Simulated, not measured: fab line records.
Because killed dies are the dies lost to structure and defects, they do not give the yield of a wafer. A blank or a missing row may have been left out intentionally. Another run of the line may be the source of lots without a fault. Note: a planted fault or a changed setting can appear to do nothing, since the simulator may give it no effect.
Split-lot trial | flow n5Finfet | 21 wafers read from 7 lots, route of 1938 steps

## THE SPLIT ITSELF
At N5_BEOL_M6_ETCH_66 (etches SOC in N2/H2, target depth 80 nm, overetch 16 nm, time 120 s), the setting biasW was moved away from the recipe's 150 W on 8 of the 21 wafers read, by -14.5% to +9.2%. This setting was run at the recipe's value on the other wafers.

The split's own step is where the reading is taken.

## THE READING
rfVppV, in V, at N5_BEOL_M6_ETCH_66 (etches SOC in N2/H2, target depth 80 nm, overetch 16 nm, time 120 s). On this fab line, fault-free wafers typically give 523.3 V with a standard deviation of 2.5 V.

wafer  | tool, chamber at the split | biasW as run, W | against the recipe | rfVppV, V | against lot-mates on the recipe
L076.1 | rieDiel-06, 3              | 128.3           | -14.5%             | 471.5     | -50.2
L076.5 | rieDiel-06, 2              | 150             | recipe             | 523.4     | -
L076.6 | rieDiel-06, 3              | 150             | recipe             | 520.0     | -
L080.4 | rieDiel-06, 2              | 136.3           | -9.1%              | 492.0     | -35.6
L080.5 | rieDiel-06, 0              | 150             | recipe             | 527.6     | -
L080.6 | rieDiel-06, 1              | 136.3           | -9.1%              | 492.6     | -35.0
L082.3 | rieDiel-06, 0              | 133.1           | -11.3%             | 491.3     | -29.6
L082.4 | rieDiel-06, 2              | 150             | recipe             | 520.9     | -
L082.6 | rieDiel-06, 0              | 133.1           | -11.3%             | 489.2     | -31.7
L083.3 | rieDiel-02, 3              | 150             | recipe             | 524.8     | -
L083.4 | rieDiel-02, 2              | 150             | recipe             | 522.1     | -
L083.5 | rieDiel-02, 1              | 150             | recipe             | 523.2     | -
L084.1 | rieDiel-01, 3              | 163.8           | +9.2%              | 552.6     | +31.4
L084.3 | rieDiel-01, 2              | 150             | recipe             | 521.2     | -
L084.6 | rieDiel-01, 0              | 163.8           | +9.2%              | 551.6     | +30.4
L085.1 | rieDiel-02, 1              | 150             | recipe             | 522.7     | -
L085.3 | rieDiel-02, 0              | 150             | recipe             | 525.7     | -
L085.6 | rieDiel-02, 2              | 150             | recipe             | 520.4     | -
L096.3 | rieDiel-01, 3              | 161.5           | +7.7%              | 546.7     | +25.2
L096.5 | rieDiel-01, 1              | 150             | recipe             | 522.5     | -
L096.6 | rieDiel-01, 2              | 150             | recipe             | 520.6     | -

THE FIT
A straight line over all 21 wafers: rfVppV changes by +3.21 V for each +1% of biasW; r = +0.99; the points scatter about the line by 2.5 V.
The same after taking each lot's own level away (the mean of its wafers on the recipe; 21 wafers): +3.29 V for each +1%; r = +0.99; scatter 3 V.
Per that fit: largest biasW move, reading shift of 48 V.
The lots' own levels span 520.90 to 527.60 V, that is 2.7 times the standard deviation above.
Hence the lot-to-lot level has little effect on the slope; both slopes agree.
Check: with one of the wafers moved furthest among these (-14.5%) left out of the fit, the line predicts -46.7 V for it against its lot-mates. It came out at -50.2 V against them.
Tool readings at the split's step, against how far the setting was moved: rfVppV r = +0.99.

## FURTHER SPLITS ON THESE WAFERS
Before the reading, these wafers also passed through other splits. Each is held against what the fit with the lots' levels taken away leaves over:
other split on the same wafers  | wafers away from the commonest value | r with rfVppV (lot level and that fit taken away)
N5_BEOL_M3_COAT_67 spinRpm      | 3                                    | +0.39
N5_BEOL_M3_COAT_22 spinRpm      | 7                                    | +0.25
N5_BEOL_M5_COAT_22 spinRpm      | 8                                    | -0.37
N5_BEOL_M5_TRENCH_ETCH_37 biasW | 7                                    | -0.51
N5_BEOL_M5_ETCH_41 sourceW      | 2                                    | +0.07
N5_BEOL_M6_EXPOSE_25 doseMj     | 8                                    | +0.11

## THE WHOLE CHAIN: every reading that the file lists as answering this split, in the file's order
step               | what it does                                                        | reading                                                                         | change (the file's fit)                | r (the file's)
N5_BEOL_M6_ETCH_66 | etches SOC in N2/H2, target depth 80 nm, overetch 16 nm, time 120 s | rfVppV                                                                          | +3.32 V for each +1% of the setting    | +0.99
N5_BEOL_M6_ETCH_66 | etches SOC in N2/H2, target depth 80 nm, overetch 16 nm, time 120 s | SiARC_of_BEOL_M6_COAT_64.thkNm (the simulator's own value, which no gauge read) | -0.0804 nm for each +1% of the setting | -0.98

## FILE'S OWN FIT
rfVppV changes by +3.32 V for each +1% of biasW, r = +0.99.
